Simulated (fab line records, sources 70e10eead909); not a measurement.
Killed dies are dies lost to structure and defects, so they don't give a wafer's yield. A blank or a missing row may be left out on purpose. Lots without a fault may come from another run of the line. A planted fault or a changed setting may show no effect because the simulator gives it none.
fab line records | flow nand_harc
record lots=13 wafers=39 last_day=34
route steps=1302 shown A_CHANNEL_FILL_D1@501 A_ONON_D2@546 A_CHANNEL_HOLE_D2@570 END@1302
lots that met no fault: from a run of the same line without faults
start_h: hours from the record's first day to the start of the lot's first wafer shown | wait_h: hours since the lot's step before | " the same as in the row above | L1.1+2: a row that stands for several wafers | - no value, or no start given | * or withheld: withheld | < > ~ a bound
route shown NAME@n: a module of which the file shows steps, and the number in the route of the first | usual: mean/standard deviation of fault-free wafers | same: alike in all rows | chamber/n: place in a boat | sites: the reading at each site | _std_site: their standard deviation | _edge_site: outer sites' mean less inner sites' | radius_mm: how far each site lies from the wafer's centre | mask NAME#n: copy n | behind: the tool/chamber that last shaped the wafer | hold: why the lot was held/for how many hours/how that ended | device: the transistor (n, p or np) that didn't switch | end of line: the same wafers' tests at the end of the route | a step without rows: its recipe alone | killed: dies lost to structure and defects at the first sort, not the wafer's yield | map: a wafer's dies, x killed, . not, _ none there
set.NAME: the setting as run; set.NAME@STEP: as run at that earlier step | model.NAME: the simulator's own value behind a step, which no gauge read
steps of the route over a sample of lots; a table a step, a row a wafer
services: from which hour (start_h, from the record's first day; less than 0 if before it) a tool's chamber was out of use, for how many hours, and why
## steps
# step NHARC_A_CHANNEL_FILL_D1_STRIP_28
# recipe time_s=20 o2_flow_sccm=500 ar_flow_sccm=0 bias_w=0 chemistry=O2
# usual drypump_motor_current_A=5.6/0.39 oes_product_au=1.004/0.0095 rf_vpp_V=57.6/0.88 showerhead_plenum_p_Torr=3.48/0.13 throttle_valve_pct=17.036/0.0088
# columns lot.wafer tool chamber start_h wait_h drypump_motor_current_A oes_product_au rf_hours_counter_h rf_vpp_V showerhead_plenum_p_Torr throttle_valve_pct
L486.4 rie_diel-12 0 229.70 0.1 5.6 0.994 8 58.6 3.35 17.025
L486.2 " 1 " " 5.4 1.000 9 56.8 3.69 17.025
L486.3 " 2 " " 5.5 0.991 10 58.5 3.60 17.036
L488.1 rie_diel-05 2 242.88 0.1 5.3 0.991 0 58.9 3.70 17.041
L488.5 " 0 " " 5.4 0.994 - 57.7 3.44 17.031
L488.6 " 1 " " 5.5 1.005 - 58.1 3.45 17.043
L490.1 rie_diel-03 2 258.64 0.1 5.9 1.004 7 56.9 3.38 17.009
L490.4 " 0 " " 6.1 1.016 8 57.0 3.40 17.033
L490.5 " 1 " " 6.6 1.006 - 56.8 3.67 17.051
L492.3 rie_diel-12 0 290.63 0.1 5.5 1.018 0 57.7 3.35 17.035
L492.4 " 3 " " 5.8 1.007 0 59.5 3.36 17.037
L492.6 " 0 " " 5.5 1.018 - 57.1 3.35 17.032
L493.2 rie_diel-12 2 299.36 0.1 5.5 0.987 0 57.0 3.60 17.043
L493.4 " 3 " " 5.8 0.997 0 58.8 3.36 17.035
L493.5 " 3 " " 5.8 0.999 - 59.5 3.36 17.017
L494.2 rie_diel-05 1 299.36 0.1 5.5 0.995 2 57.6 3.44 17.020
L494.5 " 2 " " 5.3 0.992 - 57.5 3.70 17.041
L494.6 " 3 " " 4.9 1.001 - 56.0 3.40 17.028
L495.2 rie_diel-03 0 328.58 0.1 6.2 1.017 3 57.4 3.40 17.037
L495.1 " 2 " " 5.9 1.001 3 57.9 3.38 17.034
L495.5 " 0 " " 6.1 1.013 - 58.2 3.40 17.040
L499.2 rie_diel-03 3 361.96 0.1 5.6 1.012 6 58.0 3.38 17.020
L499.1 " 0 " " 6.1 1.010 5 57.4 3.40 17.041
L499.3 " 1 " " 6.6 1.021 5 58.2 3.67 17.045
L498.2 rie_diel-05 3 361.96 0.1 4.8 1.006 6 56.7 3.40 17.052
L498.6 " 0 " " 5.3 1.011 - 58.6 3.44 17.037
L498.5 " 1 " " 5.5 0.988 - 57.3 3.44 17.044
L500.3 rie_diel-05 1 372.94 0.1 5.5 0.987 5 56.6 3.44 17.038
L500.4 " 2 " " 5.3 0.991 6 58.0 3.70 17.036
L500.2 " 3 " " 4.9 1.002 7 58.7 3.40 17.039
L506.4 rie_diel-05 0 424.24 0.1 5.3 1.018 1 58.2 3.43 17.020
L506.5 " 1 " " 5.5 1.000 - 58.7 3.44 17.034
L506.6 " 2 " " 5.3 0.989 - 57.2 3.69 17.035
L507.3 rie_diel-12 1 431.51 0.1 5.4 1.007 8 57.4 3.68 17.029
L507.4 " 2 " " 5.6 0.999 9 59.3 3.60 17.027
L507.6 " 3 " " 5.8 1.000 - 56.7 3.35 17.043
L508.1 rie_diel-05 0 441.47 0.1 5.3 1.006 1 57.3 3.43 17.024
L508.4 " 3 " " 4.9 0.985 1 58.1 3.39 17.046
L508.6 " 0 " " 5.3 1.004 - 59.5 3.43 17.029
# step NHARC_A_ONON_D2_THK_MEAS_02
# recipe thk_meas_gauge=ellipsometry
# usual thk_nm=998/9.4
# columns lot.wafer tool chamber start_h wait_h thk_nm
L486.2 film_metro-01 - 291.13 - 1004
L486.3 " - " " 1006
L486.4 " - " " 1004
L488.1 film_metro-02 - 302.77 - 997
L488.5 " - " " 997
L488.6 " - " " 995
L490.1 film_metro-02 - 318.53 - 999
L490.4 " - " " 1000
L490.5 " - " " 1000
L492.3 film_metro-01 - 353.16 - 1003
L492.4 " - " " 1001
L492.6 " - " " 1000
L494.2 film_metro-01 - 360.64 - 1012
L494.5 " - " " 1013
L494.6 " - " " 1013
L493.2 film_metro-02 - 360.65 - 996
L493.4 " - " " 998
L493.5 " - " " 996
L495.1 film_metro-01 - 385.69 - 990
L495.2 " - " " 991
L495.5 " - " " 989
L499.1 film_metro-01 - 425.55 - 972
L499.2 " - " " 973
L499.3 " - " " 971
L498.2 film_metro-02 - 425.60 - 999
L498.5 " - " " 999
L498.6 " - " " 999
L500.2 film_metro-02 - 434.54 - 1005
L500.3 " - " " 1006
L500.4 " - " " 1005
L506.4 film_metro-01 - 488.14 - 1003
L506.5 " - " " 1002
L506.6 " - " " 1003
L508.1 film_metro-02 - 504.41 - 1006
L508.4 " - " " 1006
L508.6 " - " " 1008
L507.3 film_metro-01 - 504.58 - 1011
L507.4 " - " " 1011
L507.6 " - " " 1012
# step NHARC_A_ONON_D2_DEP_09
# recipe target_thk_a=10000 n2_flow_sccm=2750 n2o_flow_sccm=2000 nh3_flow_sccm=500 sih4_flow_sccm=210 temp_c=400
# columns lot.wafer tool chamber start_h wait_h
L486.2+3+4 pecvd_onon-01 0 292.37 0.1
L488.1+5+6 pecvd_onon-04 0 303.95 0.1
L490.1+4+5 pecvd_onon-03 0 319.73 0.1
L492.3+4+6 pecvd_onon-01 0 354.46 0.2
L494.2+5+6 pecvd_onon-04 0 361.89 0.1
L493.2+4+5 pecvd_onon-03 0 361.90 0.1
L495.1+2+5 pecvd_onon-01 0 386.87 0.1
L499.1+2+3 pecvd_onon-03 0 426.74 0.1
L498.2+5+6 pecvd_onon-04 0 426.84 0.1
L500.2+3+4 pecvd_onon-03 0 435.79 0.1
L506.4+5+6 pecvd_onon-01 0 489.50 0.2
L508.1+4+6 pecvd_onon-04 0 505.61 0.1
L507.3+4+6 pecvd_onon-01 0 505.89 0.2
# step NHARC_A_ONON_D2_THK_MEAS_11
# recipe thk_meas_gauge=ellipsometry
# usual thk_nm=1003/6.4
# columns lot.wafer tool chamber start_h wait_h thk_nm
L486.2 film_metro-02 - 292.82 - 999
L486.3 " - " " 999
L486.4 " - " " 999
L488.1 film_metro-01 - 304.47 - 1002
L488.5 " - " " 1003
L488.6 " - " " 1004
L490.1 film_metro-01 - 320.24 - 997
L490.4 " - " " 997
L490.5 " - " " 998
L492.3 film_metro-02 - 354.86 - 997
L492.4 " - " " 998
L492.6 " - " " 998
L494.2 film_metro-01 - 362.34 - 1008
L494.5 " - " " 1008
L494.6 " - " " 1008
L493.2 film_metro-02 - 362.37 - 996
L493.4 " - " " 996
L493.5 " - " " 998
L495.1 film_metro-01 - 387.38 - 1000
L495.2 " - " " 1002
L495.5 " - " " 1001
L499.1 film_metro-01 - 427.24 - 1007
L499.2 " - " " 1008
L499.3 " - " " 1008
L498.2 film_metro-02 - 427.29 - 1006
L498.5 " - " " 1537
L498.6 " - " " 1006
L500.2 film_metro-02 - 436.24 - 991
L500.3 " - " " 991
L500.4 " - " " 993
L506.4 film_metro-01 - 489.84 - 995
L506.5 " - " " 996
L506.6 " - " " 995
L508.1 film_metro-01 - 506.12 - 1000
L508.4 " - " " 999
L508.6 " - " " 998
L507.3 film_metro-02 - 506.28 - 1004
L507.4 " - " " 1001
L507.6 " - " " 1001
# step NHARC_A_CHANNEL_HOLE_D2_DEP_00
# recipe target_thk_a=31000 temp_c=400 material=aC
# usual throttle_valve_pct=35.000/0.0097
# columns lot.wafer tool chamber start_h wait_h throttle_valve_pct
L486.2 acl_dep-01 0 304.60 0.9 34.988
L486.3 " 0 " " 35.002
L486.4 " 0 " " 34.994
L488.1 acl_dep-02 0 316.30 0.1 34.993
L488.5 " 0 317.59 1.4 35.003
L488.6 " 0 " " 35.004
L490.1 acl_dep-03 0 329.12 0.3 35.007
L490.4 " 0 " " 34.985
L490.5 " 0 " " 35.011
L492.3 acl_dep-01 0 366.35 0.7 35.011
L492.4 " 0 " " 35.009
L492.6 " 0 " " 34.989
L494.2 acl_dep-03 0 375.61 0.4 35.004
L494.5 " 0 " " 34.983
L494.6 " 0 " " 35.015
L493.2 acl_dep-02 0 377.23 2.0 34.991
L493.4 " 0 " " 35.012
L493.5 " 0 " " 35.020
L495.1 acl_dep-02 0 400.05 4.2 35.007
L495.2 " 0 " " 34.990
L495.5 " 0 " " 34.992
L499.1 acl_dep-02 0 439.80 1.1 35.004
L499.2 " 0 " " 34.991
L499.3 " 0 " " 35.023
L498.2 acl_dep-01 0 440.87 2.0 34.983
L498.6 " 0 442.13 3.2 34.998
L500.2 acl_dep-03 0 448.36 1.3 34.999
L500.3 " 0 " " 35.006
L500.4 " 0 " " 35.002
L506.4 acl_dep-03 0 501.99 1.0 35.004
L506.5 " 0 " " 35.008
L506.6 " 0 " " 34.997
L508.1 acl_dep-02 0 517.29 0.1 35.011
L508.4 " 0 " " 34.998
L508.6 " 0 " " 34.998
L507.3 acl_dep-01 0 519.84 2.3 35.005
L507.4 " 0 " " 35.001
L507.6 " 0 " " 35.001
# step NHARC_END_SORT_01
# recipe temp_c=25
# usual killed_at_array=58/20 killed_at_other=0.8/1 killed_at_periphery=4.6/2.8 killed_dies=63/19 killed_open=3.4/2 killed_short=2.4/1.8
# same gross_dies=677
# columns lot.wafer tool chamber start_h wait_h killed_at_array killed_at_other killed_at_periphery killed_dies killed_open killed_short
L498.2 prober-02 0 702.10 2.8 89 0 4 93 5 1
L498.5 prober-02 0 704.52 3.7 669 2 6 677 9 0
L498.6 prober-02 0 705.33 4.0 97 0 0 97 3 1
# killed by level:class
L498.2 A_CHANNEL_HOLE_D1:chamber_film_flake=31 A_CHANNEL_HOLE_D2:chamber_film_flake=30 A_SLIT:chamber_film_flake=24 P_CONTACT:geometric_particle:open=2 P_STI:chamber_film_flake=2 A_CHANNEL_FILL_D1:geometric_particle:short=1 A_ONON_D2:geometric_particle:open=1 A_CHANNEL_FILL_D2:geometric_particle:open=1
L498.5 A_ONON_D2:area_dep=594 A_CHANNEL_HOLE_D2:chamber_film_flake=30 A_CHANNEL_HOLE_D1:chamber_film_flake=24 A_SLIT:chamber_film_flake=12 P_M0:chamber_film_flake=2 P_CONTACT:geometric_particle:open=1 P_M0:geometric_particle:open=1 P_BONDPAD:geometric_particle:open=1
L498.6 A_SLIT:chamber_film_flake=34 A_CHANNEL_HOLE_D1:chamber_film_flake=32 A_CHANNEL_HOLE_D2:chamber_film_flake=20 A_STAIRCASE:chamber_film_flake=3 A_CONTACT:chamber_film_flake=3 A_DECK1_JOINT:geometric_particle:open=1 A_ONON_D2:geometric_particle:short=1 A_ONON_D2:geometric_particle:open=1
## services
# columns tool chamber start_h hours kind
pecvd_onon-03 - 221.78 0.5 repair
pecvd_onon-03 - 227.29 13.0 pm
rie_diel-05 - 229.60 9.0 pm
rie_diel-12 0 233.40 5.0 repair
acl_dep-02 - 244.07 13.0 pm
rie_diel-05 1 244.46 19.5 repair
rie_diel-12 - 268.40 9.0 pm
pecvd_onon-01 - 269.00 13.0 pm
acl_dep-03 - 300.52 13.0 pm
pecvd_onon-04 - 311.31 13.0 pm
rie_diel-05 2 334.39 21.2 repair
rie_diel-05 1 367.82 2.7 repair
rie_diel-12 1 376.90 1.3 repair
rie_diel-05 2 380.39 3.8 repair
rie_diel-05 - 406.60 9.0 pm
pecvd_onon-03 - 408.29 13.0 pm
pecvd_onon-04 - 419.59 6.2 repair
acl_dep-02 - 426.80 13.0 pm
pecvd_onon-04 - 445.13 1.8 repair
rie_diel-12 - 445.40 9.0 pm
pecvd_onon-01 - 450.00 13.0 pm
rie_diel-05 3 460.63 7.0 repair
rie_diel-12 3 466.38 5.7 repair
acl_dep-03 - 483.10 13.0 pm
## key
first_sign step=NHARC_A_ONON_D2_THK_MEAS_11 reading=thk_nm direction=up sigmas=84 usual=1003 struck=1537
effect step=NHARC_END_SORT_01 reading=killed_dies direction=up sigmas=32 usual=63 struck=677
more_kills_born_at NHARC_A_ONON_D2_DEP_09@pecvd_onon-04=594
met_at NHARC_A_ONON_D2_DEP_09
struck_lots L498
struck_wafers L498.5
later_rows_left_out L498.5
tester_left_out L498
not_acting_at NHARC_A_CHANNEL_FILL_D1_STRIP_28,NHARC_A_ONON_D2_THK_MEAS_02,NHARC_A_CHANNEL_HOLE_D2_DEP_00
onset_between 361.89 426.84
fault kind=process_parameter_drift tool=pecvd_onon-04 chamber=- onset_h=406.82 steps=NHARC_A_ONON_D2_DEP_09 channel=target_thk_a offset=* shape=step end_h=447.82 scope=struck_wafers_only acts_in=* stated=*
# tester_left_out: of these lots the tester's yield and bins aren't shown, on N5 and GAA mostly nor the transistor test; their killed dies are dies lost to structure and defects alone, not to doping, threshold or leakage, so they don't give the yield
# later_rows_left_out: the simulator's readings of these wafers behind a module that went badly wrong aren't trusted and aren't shown, but for the sort
